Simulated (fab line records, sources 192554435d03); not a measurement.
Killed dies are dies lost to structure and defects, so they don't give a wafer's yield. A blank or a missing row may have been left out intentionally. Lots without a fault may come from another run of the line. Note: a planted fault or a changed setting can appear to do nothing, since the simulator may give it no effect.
fab line records -- flow n5-finfet
[record] lots = 5, wafers = 15, last-day = 18
route steps=1938 shown MOL_CONTACT_COAG@598 BEOL_M4@1111 PASSIVATION@1936
lots that met no fault: from a run of the same line without faults
start-h: the number of hours between the record's first day and the start of the first shown wafer of the lot -- wait-h: hours since the lot's step before -- " repeats the value in the row above -- L1.1+2: a row that stands for several wafers -- - value missing, or start not given -- * or withheld: withheld -- < > ~ a bound
route shown NAME@n: names a module that has steps shown in the file, with the first one's number in the route -- usual: mean and standard deviation over wafers with no fault -- same: alike in all rows -- chamber/n: place in a boat -- sites: readings site by site -- _std_site: the standard deviation of these -- _edge_site: outer sites' mean less inner sites' -- radius-mm: how far each site lies from the wafer's centre -- mask NAME#n: copy n -- behind: the last tool/chamber to shape the wafer -- hold: the reason the lot was held/the length of the hold in hours/how it ended -- device: names the non-switching transistor (n, p or np) -- end of line: tests run on the same wafers once the route is complete -- for a step that has no rows: nothing shown but its recipe -- killed: the dies lost at the first sort to structure and to defects; this is not the yield of the wafer -- map: a wafer's dies, x killed, . not, _ none there
set.NAME: the setting as run; set.NAME@STEP: as run at that earlier step -- model.NAME: the simulator's own value behind a step, which no gauge read
lots at some steps of the route; a table a step, a row a wafer
services: when a tool's chamber went out of use (start-h, in hours from the record's first day, below 0 if earlier), for how many hours, and the reason
[[steps]]
[step N5_MOL_CONTACT_COAG_SOFTBAKE_35]
[recipe] temp-c = 110, time-s = 60, resist = CAR-EUV
[step N5_MOL_CONTACT_COAG_EXPOSE_37]
[recipe] mask-id = VD, na = 0.33, source-shape = annular, sigma-inner = 0.3, sigma-outer = 0.7, polarization = unpolarized, defocus-nm = 0, dose-mj = 62
[step N5_MOL_CONTACT_COAG_PEB_38]
[recipe] peb-temp-c = 100, peb-time-s = 60, resist = CAR-EUV
[step N5_MOL_CONTACT_COAG_DEVELOP_39]
[recipe] develop-time-s = 30, developer = TMAH, resist = CAR-EUV, rinse-liquid = surfactant-rinse, dry = air-spin, dev-temp-c = 23
[step N5_MOL_CONTACT_COAG_CD_MEAS_40]
[recipe] target-cd-nm = 25.1, landing-energy-ev = 500, detector = se-inlens, polarity = opening
[usual] cd-nm = 25.14/0.23
lot.wafer,tool,chamber,start-h,wait-h,cd-nm
L383.1,cd-sem-01,0,111.06,-,25.25
L383.2,cd-sem-01,0,111.06,-,24.98
L383.5,cd-sem-01,0,111.06,-,24.84
L386.1,cd-sem-01,0,131.13,-,25.42
L386.3,cd-sem-01,0,131.13,-,25.34
L386.5,cd-sem-01,0,131.13,-,25.00
L394.1,cd-sem-01,0,182.61,-,25.12
L394.4,cd-sem-01,0,182.61,-,25.40
L394.5,cd-sem-01,0,182.61,-,25.30
L403.4,cd-sem-03,0,238.21,-,24.93
L403.5,cd-sem-03,0,238.21,-,24.96
L403.6,cd-sem-03,0,238.21,-,24.71
L404.3,cd-sem-02,0,240.14,-,25.27
L404.5,cd-sem-02,0,240.14,-,25.15
L404.6,cd-sem-02,0,240.14,-,25.06
[step N5_MOL_CONTACT_COAG_OVL_MEAS_41]
[recipe] points-per-wafer = 522
[usual] VD_OVL = 0.3/0.74
lot.wafer,tool,chamber,start-h,wait-h,VD_OVL[nm]
L383.1,overlay-01,0,111.09,0.0,1.0
L383.2,overlay-01,0,111.09,0.0,-0.5
L383.5,overlay-01,0,111.09,0.0,0.1
L386.1,overlay-01,0,131.16,0.0,0.3
L386.3,overlay-01,0,131.16,0.0,-0.9
L386.5,overlay-01,0,131.16,0.0,0.0
L394.1,overlay-01,0,182.64,0.0,0.6
L394.4,overlay-01,0,182.64,0.0,-0.6
L394.5,overlay-01,0,182.64,0.0,-0.3
L403.4,overlay-02,0,238.25,0.0,0.3
L403.5,overlay-02,0,238.25,0.0,0.1
L403.6,overlay-02,0,238.25,0.0,0.4
L404.3,overlay-02,0,240.18,0.0,0.3
L404.5,overlay-02,0,240.18,0.0,0.0
L404.6,overlay-02,0,240.18,0.0,0.1
[step N5_MOL_CONTACT_COAG_INSPECT_42]
[recipe] mode = adi, inspect-instrument = brightfield
[usual] raw-defect-count = 208/54
lot.wafer,tool,chamber,start-h,wait-h,raw-defect-count
L383.1,defect-inspect-02,-,111.15,0.1,179
L383.2,defect-inspect-02,-,111.15,0.1,162
L383.5,defect-inspect-02,-,111.15,0.1,223
L386.1,defect-inspect-02,-,131.22,0.1,189
L386.3,defect-inspect-02,-,131.22,0.1,205
L386.5,defect-inspect-02,-,131.22,0.1,158
L394.1,defect-inspect-02,-,182.70,0.1,278
L394.4,defect-inspect-02,-,182.70,0.1,150
L394.5,defect-inspect-02,-,182.70,0.1,213
L403.4,defect-inspect-01,-,238.30,0.0,256
L403.5,defect-inspect-01,-,238.30,0.0,240
L403.6,defect-inspect-01,-,238.30,0.0,200
L404.3,defect-inspect-02,-,240.23,0.0,313
L404.5,defect-inspect-02,-,240.23,0.0,208
L404.6,defect-inspect-02,-,240.23,0.0,179
[step N5_MOL_CONTACT_COAG_DESCUM_45]
[recipe] chemistry = O2, time-s = 7, source-power-w = 50, bias-power-w = 20, pressure-mtorr = 20, rf-frequency-hz = 2.712e+07, temp-c = 40, resist = CAR-EUV, o2-flow-sccm = 225
[step N5_MOL_CONTACT_COAG_ETCH_65]
[recipe] chemistry = N2/H2, target = underlayer, target-depth-a = 130, mask-material = CAR-EUV, time-s = 10.4, ion-energy-ev = 200, pressure-mtorr = 30, source-w = 840, bias-w = 150, n2-flow-sccm = 200, h2-flow-sccm = 200, ends = cleared
[step N5_MOL_CONTACT_COAG_ETCH_66]
[recipe] chemistry = CF4, target = SiARC, target-depth-a = 130, mask-material = CAR-EUV, time-s = 21.7, ion-energy-ev = 80, pressure-mtorr = 40, source-w = 545, bias-w = 36, Ar_flow_sccm = 100, cf4-flow-sccm = 100, ends = cleared
[step N5_MOL_CONTACT_COAG_ALD_133]
[recipe] material = SiO2, target-thk-a = 50, temp-c = 100, ald-precursor-family = BDEAS, ald-co-reactant = O2-plasma, pulse-time-s = 1, co-reactant-pulse-time-s = 1, purge-time-s = 2, co-reactant-purge-time-s = 2, ald-cycles = 35, pressure-torr = 2
[usual] heater-power-w = 77/6.5, precursor-pulse-height-rel = 0.997/0.022
[same] ald-cycles = 35
lot.wafer,tool,chamber,start-h,wait-h,heater-power-w,precursor-pulse-height-rel
L383.1,ald-sin-03,0,111.32,0.1,82,0.992
L383.2,ald-sin-03,2,111.32,0.1,83,1.003
L383.5,ald-sin-03,2,111.32,0.1,78,1.019
L386.1,ald-sin-02,3,132.14,0.3,73,0.999
L386.3,ald-sin-02,0,132.14,0.3,72,1.001
L386.5,ald-sin-02,3,132.14,0.3,74,0.978
L394.1,ald-sin-02,2,183.16,0.3,65,0.984
L394.4,ald-sin-02,0,183.16,0.3,73,1.003
L394.5,ald-sin-02,0,183.16,0.3,73,1.027
L403.4,ald-sin-03,1,238.81,0.0,77,0.983
L403.5,ald-sin-03,1,238.81,0.0,76,1.035
L403.6,ald-sin-03,0,238.81,0.0,83,0.981
L404.3,ald-sin-02,0,240.70,0.1,75,0.992
L404.5,ald-sin-02,1,240.70,0.1,72,1.032
L404.6,ald-sin-02,0,240.70,0.1,73,1.068
[step N5_MOL_CONTACT_COAG_ETCHBACK_134]
[recipe] chemistry = CHF3, target = SiO2, target-depth-a = 100, time-s = 6.7, ion-energy-ev = 200, pressure-mtorr = 30, source-w = 610, bias-w = 170, Ar_flow_sccm = 200, CHF3_flow_sccm = 50
[step N5_MOL_CONTACT_COAG_ETCH_67]
[recipe] chemistry = N2/H2, target = SOC, target-depth-a = 600, overetch-a = 210, mask-material = SiARC, temp-c = 40, time-s = 101.2, ion-energy-ev = 200, pressure-mtorr = 30, source-w = 840, bias-w = 150, n2-flow-sccm = 200, h2-flow-sccm = 200
[usual] drypump-motor-current-A = 5.7/0.5, oes-product-au = 0.64/0.068, rf-vpp-V = 522.7/1.3, showerhead-plenum-p-Torr = 2.50/0.035, throttle-valve-pct = 17.84/0.28
lot.wafer,tool,chamber,start-h,wait-h,drypump-motor-current-A,oes-product-au,rf-hours-counter-h,rf-vpp-V,showerhead-plenum-p-Torr,throttle-valve-pct,model.SiARC_of_MOL_CONTACT_COAG_COAT_63.thk-nm
L383.1,rie-diel-05,0,111.59,0.0,5.1,0.58,212,523.5,2.52,17.80,6
L383.2,rie-diel-05,2,111.59,0.0,5.1,0.62,148,521.6,2.45,17.91,5.8
L383.5,rie-diel-05,1,111.59,0.0,6.0,0.60,-,522.1,2.50,17.79,5.8
L386.1,rie-diel-02,1,132.42,0.0,6.1,0.61,147,524.3,2.56,17.66,5.8
L386.3,rie-diel-02,2,132.42,0.0,5.9,0.63,157,522.9,2.54,18.22,6
L386.5,rie-diel-02,1,132.42,0.0,6.1,0.61,-,524.1,2.56,17.67,5.6
L394.1,rie-diel-02,3,183.45,0.0,6.1,0.65,119,525.1,2.56,17.72,5.8
L394.4,rie-diel-02,1,183.45,0.0,6.1,0.60,165,524.2,2.55,17.69,3.8
L394.5,rie-diel-02,0,183.45,0.0,5.6,0.65,-,522.4,2.45,17.76,5.8
L403.4,rie-diel-05,2,239.06,0.0,5.1,0.59,-,519.6,2.42,18.00,5.8
L403.5,rie-diel-05,1,239.06,0.0,6.0,0.77,-,522.0,2.48,17.39,5.8
L403.6,rie-diel-05,3,239.06,0.0,5.7,0.58,-,520.6,2.50,18.24,6
L404.3,rie-diel-05,1,241.04,0.0,6.0,0.76,16,523.6,2.48,17.38,5.6
L404.5,rie-diel-05,3,241.04,0.0,5.7,0.58,-,523.3,2.50,18.25,5.8
L404.6,rie-diel-05,2,241.04,0.0,5.2,0.58,-,520.3,2.42,18.00,5.8
[step N5_MOL_CONTACT_COAG_STRIP_68]
[recipe] chemistry = N2/H2, temp-c = 40, n2-flow-sccm = 200, h2-flow-sccm = 200, rf-frequency-hz = 6e+07
[step N5_MOL_CONTACT_COAG_STRIP_69]
[recipe] chemistry = N2/H2, temp-c = 40, n2-flow-sccm = 200, h2-flow-sccm = 200, rf-frequency-hz = 6e+07
[step N5_MOL_CONTACT_COAG_ETCHBACK_136]
[recipe] chemistry = CHF3, target = SiO2, target-depth-a = 250, time-s = 16.7, ion-energy-ev = 200, pressure-mtorr = 30, source-w = 610, bias-w = 170, Ar_flow_sccm = 200, CHF3_flow_sccm = 50
[step N5_MOL_CONTACT_COAG_STRIP_120]
[recipe] chemistry = CHF3, resist = SiARC, rf-frequency-hz = 6e+07
[step N5_MOL_CONTACT_COAG_VIA_ETCH_117]
[recipe] chemistry = C4F6/O2, target-depth-a = 400, overetch-a = 80, mask-material = SOC, target = SiO2, bias-w = 455, pressure-mtorr = 10, time-s = 26, source-w = 325, Ar_flow_sccm = 300, C4F6_flow_sccm = 10, O2_flow_sccm = 10, ion-energy-ev = 575.3, ends = end-point
[step N5_MOL_CONTACT_COAG_ETCH_124]
[recipe] chemistry = CH3F/O2, target = SiNx, target-depth-a = 65, mask-material = SOC, stop-on = SiOC, over-etch-frac = 0.3, ion-energy-ev = 120, pressure-mtorr = 30, source-w = 395, bias-w = 73, Ar_flow_sccm = 150, CH3F_flow_sccm = 30, O2_flow_sccm = 20, ends = end-point
[usual] drypump-motor-current-A = 5.7/0.5, oes_ar_750_au = 0.77/0.082, oes_f_703_au = 0.77/0.081, oes_o_777_au = 0.77/0.081, oes-product-au = 0.66/0.07, rf-vpp-V = 297.5/2.1, showerhead-plenum-p-Torr = 1.969/0.029, throttle-valve-pct = 16.35/0.28
lot.wafer,tool,chamber,start-h,wait-h,drypump-motor-current-A,oes_ar_750_au,oes_f_703_au,oes_o_777_au,oes-product-au,rf-hours-counter-h,rf-vpp-V,showerhead-plenum-p-Torr,throttle-valve-pct
L383.1,rie-diel-05,0,111.74,0.0,5.1,0.69,0.69,0.70,0.59,212,294.4,1.981,16.30
L383.2,rie-diel-05,2,111.74,0.0,5.1,0.75,0.75,0.75,0.64,148,297.3,1.915,16.36
L383.5,rie-diel-05,1,111.74,0.0,6.0,0.72,0.72,0.71,0.61,-,300.5,1.974,16.39
L386.1,rie-diel-02,1,132.57,0.0,6.1,0.73,0.73,0.73,0.63,147,300.0,2.003,16.13
L386.3,rie-diel-02,2,132.57,0.0,6.0,0.75,0.73,0.74,0.64,157,293.0,2.003,16.73
L386.5,rie-diel-02,1,132.57,0.0,6.1,0.73,0.73,0.74,0.63,-,299.4,2.003,16.14
L394.1,rie-diel-02,3,183.60,0.0,6.1,0.77,0.78,0.78,0.65,119,296.2,2.013,16.26
L394.4,rie-diel-02,1,183.60,0.0,6.1,0.73,0.72,0.71,0.62,165,299.6,1.998,16.16
L394.5,rie-diel-02,0,183.60,0.0,5.6,0.78,0.77,0.78,0.66,-,295.1,1.932,16.33
L403.4,rie-diel-05,2,239.20,0.0,5.1,0.70,0.71,0.71,0.60,-,299.3,1.897,16.45
L403.5,rie-diel-05,1,239.20,0.0,6.0,0.91,0.91,0.91,0.78,-,298.7,1.963,15.97
L403.6,rie-diel-05,3,239.20,0.0,5.7,0.69,0.68,0.68,0.59,-,296.8,1.970,16.81
L404.3,rie-diel-05,1,241.20,0.0,6.0,0.91,0.91,0.91,0.77,16,299.9,1.962,15.99
L404.5,rie-diel-05,3,241.20,0.0,5.7,0.68,0.68,0.68,0.59,-,296.6,1.969,16.82
L404.6,rie-diel-05,2,241.20,0.0,5.2,0.71,0.71,0.71,0.59,-,298.2,1.897,16.46
[step N5_MOL_CONTACT_COAG_ETCH_48]
[recipe] chemistry = C4F6/O2, target-depth-a = 150, overetch-a = 45, mask-material = SOC, target = SiOC, bias-w = 465, pressure-mtorr = 10, time-s = 17, source-w = 335, Ar_flow_sccm = 300, C4F6_flow_sccm = 10, O2_flow_sccm = 10, ion-energy-ev = 576
[usual] drypump-motor-current-A = 5.7/0.5, oes_ar_750_au = 0.77/0.081, oes_f_703_au = 0.77/0.08, oes_o_777_au = 0.77/0.08, oes-product-au = 0.65/0.071, rf-vpp-V = 1589/9.4, showerhead-plenum-p-Torr = 2.80/0.039, throttle-valve-pct = 40.55/0.28
lot.wafer,tool,chamber,start-h,wait-h,drypump-motor-current-A,oes_ar_750_au,oes_f_703_au,oes_o_777_au,oes-product-au,rf-hours-counter-h,rf-vpp-V,showerhead-plenum-p-Torr,throttle-valve-pct
L383.1,rie-diel-05,0,111.78,0.0,5.1,0.69,0.70,0.70,0.60,212,1569,2.81,40.41
L383.2,rie-diel-05,2,111.78,0.0,5.2,0.75,0.75,0.75,0.63,148,1591,2.72,40.57
L383.5,rie-diel-05,1,111.78,0.0,6.0,0.72,0.72,0.70,0.62,-,1602,2.81,40.67
L386.1,rie-diel-02,1,132.61,0.0,6.1,0.74,0.74,0.74,0.63,147,1601,2.84,40.43
L386.3,rie-diel-02,2,132.61,0.0,5.9,0.76,0.74,0.74,0.61,157,1574,2.84,41.04
L386.5,rie-diel-02,1,132.61,0.0,6.1,0.73,0.74,0.74,0.63,-,1600,2.84,40.42
L394.1,rie-diel-02,3,183.64,0.0,6.1,0.77,0.78,0.78,0.62,119,1586,2.86,40.28
L394.4,rie-diel-02,1,183.64,0.0,6.1,0.73,0.73,0.72,0.58,165,1600,2.84,40.41
L394.5,rie-diel-02,0,183.64,0.0,5.6,0.77,0.77,0.77,0.64,-,1586,2.75,40.60
L403.4,rie-diel-05,2,239.25,0.0,5.2,0.70,0.71,0.70,0.58,-,1588,2.70,40.63
L403.5,rie-diel-05,1,239.25,0.0,6.0,0.91,0.90,0.91,0.77,-,1600,2.79,40.33
L403.6,rie-diel-05,3,239.25,0.0,5.8,0.68,0.68,0.68,0.59,-,1585,2.80,40.98
L404.3,rie-diel-05,1,241.24,0.0,6.0,0.91,0.91,0.91,0.78,16,1600,2.79,40.33
L404.5,rie-diel-05,3,241.24,0.0,5.8,0.69,0.68,0.68,0.61,-,1585,2.80,40.97
L404.6,rie-diel-05,2,241.24,0.0,5.2,0.70,0.71,0.71,0.60,-,1590,2.70,40.61
[step N5_MOL_CONTACT_COAG_STRIP_72]
[recipe] chemistry = N2/H2, power-w = 450, temp-c = 40, pressure-mtorr = 20, rf-frequency-hz = 6e+07, overash-fraction = 3, bias-power-w = 7, h2-frac = 0.5, n2-flow-sccm = 200, h2-flow-sccm = 200
[usual] bias-power-w = 7.000/0.02, drypump-motor-current-A = 5.7/0.51, oes-product-au = 0.77/0.086, rf-vpp-V = 59.4/1.9, showerhead-plenum-p-Torr = 2.50/0.035, throttle-valve-pct = 23.62/0.3
[same] overash-fraction = 3
lot.wafer,tool,chamber,start-h,wait-h,bias-power-w,drypump-motor-current-A,oes-product-au,rf-hours-counter-h,rf-vpp-V,showerhead-plenum-p-Torr,throttle-valve-pct
L383.1,rie-diel-05,0,111.84,0.0,6.988,5.1,0.70,212,59.4,2.52,23.53
L383.2,rie-diel-05,2,111.84,0.0,7.037,5.2,0.75,148,63.1,2.44,23.73
L383.5,rie-diel-05,1,111.84,0.0,6.986,6.0,0.72,-,55.4,2.49,23.47
L386.1,rie-diel-02,1,132.67,0.0,7.005,6.1,0.74,147,60.1,2.55,23.48
L386.3,rie-diel-02,2,132.67,0.0,7.020,6.0,0.74,157,56.9,2.54,24.04
L386.5,rie-diel-02,1,132.67,0.0,7.008,6.1,0.74,-,57.6,2.55,23.47
L394.1,rie-diel-02,3,183.69,0.0,6.992,6.1,0.76,119,59.1,2.55,23.43
L394.4,rie-diel-02,1,183.69,0.0,6.988,6.1,0.72,165,60.6,2.55,23.49
L394.5,rie-diel-02,0,183.69,0.0,6.989,5.6,0.79,-,57.0,2.45,23.53
L403.4,rie-diel-05,2,239.30,0.0,6.992,5.1,0.71,-,60.9,2.42,23.76
L403.5,rie-diel-05,1,239.30,0.0,7.000,6.0,0.93,-,59.6,2.48,23.14
L403.6,rie-diel-05,3,239.30,0.0,7.017,5.7,0.68,-,59.1,2.49,23.96
L404.3,rie-diel-05,1,241.29,0.0,6.967,6.0,0.92,17,58.7,2.48,23.18
L404.5,rie-diel-05,3,241.29,0.0,6.987,5.7,0.68,-,57.6,2.49,23.99
L404.6,rie-diel-05,2,241.29,0.0,6.998,5.1,0.68,-,57.1,2.42,23.80
[step N5_MOL_CONTACT_COAG_STRIP_49]
[recipe] chemistry = N2/H2, time-s = 30, power-w = 1000, temp-c = 250, pressure-mtorr = withheld, n2-flow-sccm = 1750, h2-flow-sccm = 3250
[usual] drypump-motor-current-A = 5.6/0.4, heater-power-w = 332/36
lot.wafer,tool,chamber,start-h,wait-h,drypump-motor-current-A,heater-power-w,rf-hours-counter-h
L383.1,plasma-asher-02,0,111.92,-,5.5,339,42
L383.2,plasma-asher-02,1,111.92,-,5.2,285,42
L383.5,plasma-asher-02,1,111.92,-,5.2,282,-
L386.1,plasma-asher-02,1,133.06,-,5.3,289,46
L386.3,plasma-asher-02,0,133.06,-,5.5,333,-
L386.5,plasma-asher-02,1,133.06,-,5.2,278,-
L394.1,plasma-asher-01,0,183.77,-,6.3,315,103
L394.4,plasma-asher-01,0,183.77,-,6.3,318,-
L394.5,plasma-asher-01,1,183.77,-,5.6,382,-
L403.4,plasma-asher-01,0,239.37,-,6.3,318,-
L403.5,plasma-asher-01,1,239.37,-,5.6,394,-
L403.6,plasma-asher-01,0,239.37,-,6.3,313,-
L404.3,plasma-asher-01,1,241.39,-,5.6,383,-
L404.5,plasma-asher-01,1,241.39,-,5.6,397,-
L404.6,plasma-asher-01,0,241.39,-,6.3,314,-
[step N5_MOL_CONTACT_COAG_PRECLEAN_138]
[recipe] chemistry = alkaline-clean, temp-c = 60, time-s = 60, do-ppb = 50
[step N5_MOL_CONTACT_COAG_SRD_139]
[recipe] dry = ipa-marangoni, time-s = 30, temp-c = 23, rinse-liquid = diw
[step N5_MOL_CONTACT_COAG_CD_MEAS_101]
[recipe] target-cd-nm = 16
[usual] cd-nm = 16.1/0.3
lot.wafer,tool,chamber,start-h,wait-h,cd-nm
L383.1,cd-sem-02,-,112.06,0.0,16.1
L383.2,cd-sem-02,-,112.06,0.0,16.6
L383.5,cd-sem-02,-,112.06,0.0,16.3
L386.1,cd-sem-02,-,133.21,0.0,16.4
L386.3,cd-sem-02,-,133.21,0.0,16.1
L386.5,cd-sem-02,-,133.21,0.0,16.4
L394.1,cd-sem-03,-,183.92,0.0,16.1
L394.4,cd-sem-03,-,183.92,0.0,17.1
L394.5,cd-sem-03,-,183.92,0.0,16.3
L403.4,cd-sem-03,-,239.51,0.0,15.8
L403.5,cd-sem-03,-,239.51,0.0,16.5
L403.6,cd-sem-03,-,239.51,0.0,15.9
L404.3,cd-sem-01,-,241.52,0.0,16.4
L404.5,cd-sem-01,-,241.52,0.0,15.7
L404.6,cd-sem-01,-,241.52,0.0,16.2
[step N5_MOL_CONTACT_COAG_PRE_CLEAN_121]
[recipe] gas = H2/He, time-s = *, temp-c = withheld
[step N5_BEOL_M4_RC_MEAS_101]
[usual] DIBL_N = 36.5/1.4, DIBL_P = 36.5/1.6, IOFF_N = 0.163/0.022, IOFF_P = 0.219/0.029, ION_N = 675/8.3, ION_P = 464/6.2, SS_N = 71.5/0.52, SS_P = 73.4/0.57, VT_N = 249.7/2.6, VT_P = -250/3
lot.wafer,tool,chamber,start-h,wait-h,DIBL_N[mV/V],DIBL_P[mV/V],IOFF_N[nA/um],IOFF_P[nA/um],ION_N[uA/um],ION_P[uA/um],SS_N[mV/dec],SS_P[mV/dec],VT_N[mV],VT_P[mV]
L383.1,prober-01,0,183.17,0.0,35.1,35.4,0.143,0.181,667,453,70.8,73.2,250.3,-253
L383.2,prober-01,0,183.17,0.0,35.9,36.8,0.167,0.206,674,459,72.0,73.4,246.6,-252
L383.5,prober-01,0,183.17,0.0,34.9,34.7,0.136,0.169,661,455,71.5,73.3,251.5,-255
L386.1,prober-02,0,201.60,0.0,37.2,36.7,0.175,0.217,675,462,71.6,74.2,249.6,-253
L386.3,prober-02,0,201.60,0.0,36.6,35.0,0.162,0.191,679,463,71.9,73.3,253.3,-253
L386.5,prober-02,0,201.60,0.0,38.3,38.0,0.198,0.237,681,470,71.6,74.3,247.6,-250
L394.1,prober-01,0,246.45,0.0,36.2,37.9,0.182,0.281,683,477,72.1,73.4,245.3,-242
L394.4,prober-01,0,246.45,0.0,36.1,38.0,0.189,0.304,691,483,71.5,73.7,244.6,-241
L394.5,prober-01,0,246.45,0.0,35.5,37.1,0.170,0.271,680,476,71.5,74.0,247.4,-244
L403.4,prober-02,0,310.83,0.5,34.2,35.8,0.136,0.198,681,470,71.7,73.1,250.4,-252
L403.5,prober-02,0,310.83,0.5,34.4,36.2,0.140,0.202,674,467,71.6,72.8,251.3,-250
L403.6,prober-02,0,310.83,0.5,33.5,35.1,0.131,0.191,666,466,70.4,72.6,252.4,-252
L404.3,prober-02,0,317.03,0.3,36.0,35.2,0.146,0.213,671,470,72.1,73.3,251.6,-248
L404.5,prober-02,0,317.03,0.3,36.0,35.6,0.148,0.219,673,463,71.5,73.5,250.7,-249
L404.6,prober-02,0,317.03,0.3,34.4,32.7,0.123,0.188,675,471,70.1,73.1,250.2,-250
[step N5_PASSIVATION_PROBE_49]
[usual] defect-limited-yield = 91.2/1.6, killed_at_M0_to_M3 = 33/11, killed_at_M4_up = 15/6.2, killed-at-contacts = 15/7.1, killed-at-front-end = 38/12, killed-at-other = 4/3.5, killed-dies = 104/19, killed-open = 69/14, killed-short = 34/8.5, sort_bin_5_function = 5.2/0.99, sort_bin_6_memory = 3.3/0.77, sort-n-pass = 1076/19, sort-yield-pct = 91.2/1.6
[same] gross-dies = 1180, killed-at-back-side = 0, sort_bin_4_leakage[%] = 0, sort_bin_8_speed[%] = 0
lot.wafer,tool,chamber,start-h,wait-h,defect-limited-yield[%],killed_at_M0_to_M3,killed_at_M4_up,killed-at-contacts,killed-at-front-end,killed-at-other,killed-dies,killed-open,killed-short,sort_bin_5_function[%],sort_bin_6_memory[%],sort-n-pass,sort-yield-pct[%]
L386.1,prober-01,-,310.05,0.0,90.1,36,19,20,37,5,117,85,32,5.8,3.9,1063,90.1
L386.3,prober-01,-,310.15,0.1,89.2,39,24,24,38,2,127,97,29,7.3,3.3,1053,89.2
L386.5,prober-01,-,310.25,0.2,87.8,41,28,20,55,0,144,106,38,7.4,4.5,1036,87.8
// killed by level:class
L386.1 MOL_CONTACT_COAG:geometric-particle:open=15 STI_FIN_REVEAL:geometric-particle:open=11 GATE_CUT:geometric-particle:short=7 BEOL_M4:geometric-particle:open=7 BEOL_M0:geometric-particle:open=6 BEOL_M2:geometric-particle:open=6 MOL_CONTACT_COAG:geometric-particle:short=5 BEOL_M1:geometric-particle:open=5
L386.3 MOL_CONTACT_COAG:geometric-particle:open=19 STI_FIN_REVEAL:geometric-particle:open=12 BEOL_M2:geometric-particle:open=12 BEOL_M4:geometric-particle:open=10 FIN_SAQP:geometric-particle:open=9 BEOL_M5:geometric-particle:open=7 DUMMY_GATE:geometric-particle:open=6 MOL_CONTACT_COAG:geometric-particle:short=5
L386.5 STI_FIN_REVEAL:geometric-particle:open=23 MOL_CONTACT_COAG:geometric-particle:open=15 BEOL_M3:geometric-particle:open=10 BEOL_M4:geometric-particle:open=10 BEOL_M5:geometric-particle:open=10 BEOL_M1:geometric-particle:open=9 MOL_CONTACT_COAG:geometric-particle:short=5 BEOL_M0_SAQP:geometric-particle:short=5
[[services]]
tool,chamber,start-h,hours,kind
plasma-asher-02,-,89.32,2.0,repair
plasma-asher-02,-,92.62,0.3,repair
ald-sin-02,0,99.65,-,clean
ald-sin-02,1,99.65,-,clean
ald-sin-02,2,99.65,-,clean
ald-sin-02,3,99.65,-,clean
ald-sin-02,-,108.99,2.8,pm
plasma-asher-01,-,130.10,3.4,repair
rie-diel-05,0,141.50,9.7,repair
rie-diel-05,1,163.92,15.8,repair
plasma-asher-02,-,164.43,2.8,pm
plasma-asher-01,-,167.18,2.8,pm
rie-diel-05,1,184.07,-,clean
rie-diel-05,1,184.07,-,consumable-replace:focus-ring
rie-diel-05,1,184.07,21.9,scheduled-down
rie-diel-05,1,184.07,21.9,vent-cycle
rie-diel-05,3,217.36,2.8,repair
rie-diel-05,0,221.67,-,clean
rie-diel-05,0,221.67,-,consumable-replace:focus-ring
rie-diel-05,0,221.67,19.9,scheduled-down
rie-diel-05,0,221.67,19.9,vent-cycle
ald-sin-02,3,228.19,19.0,repair
[[key]]
[first-sign] step = N5_MOL_CONTACT_COAG_CD_MEAS_101, reading = cd-nm, direction = up, sigmas = 3.2, usual = 16.1, struck = 17.1
effect none on later readings
[model-effect] step = N5_MOL_CONTACT_COAG_ETCH_67, value = SiARC_of_MOL_CONTACT_COAG_COAT_63.thk-nm, without = 5.8, struck = 3.8
met-at N5_MOL_CONTACT_COAG_ETCH_67
struck-wafers L394.4
onset-between 132.42 183.45
[fault] kind = process-parameter-drift, tool = rie-diel-02, chamber = -, onset-h = 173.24, steps = N5_MOL_CONTACT_COAG_ETCH_67, channel = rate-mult, offset = 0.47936, shape = step, end-h = 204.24, scope = struck-wafers-only
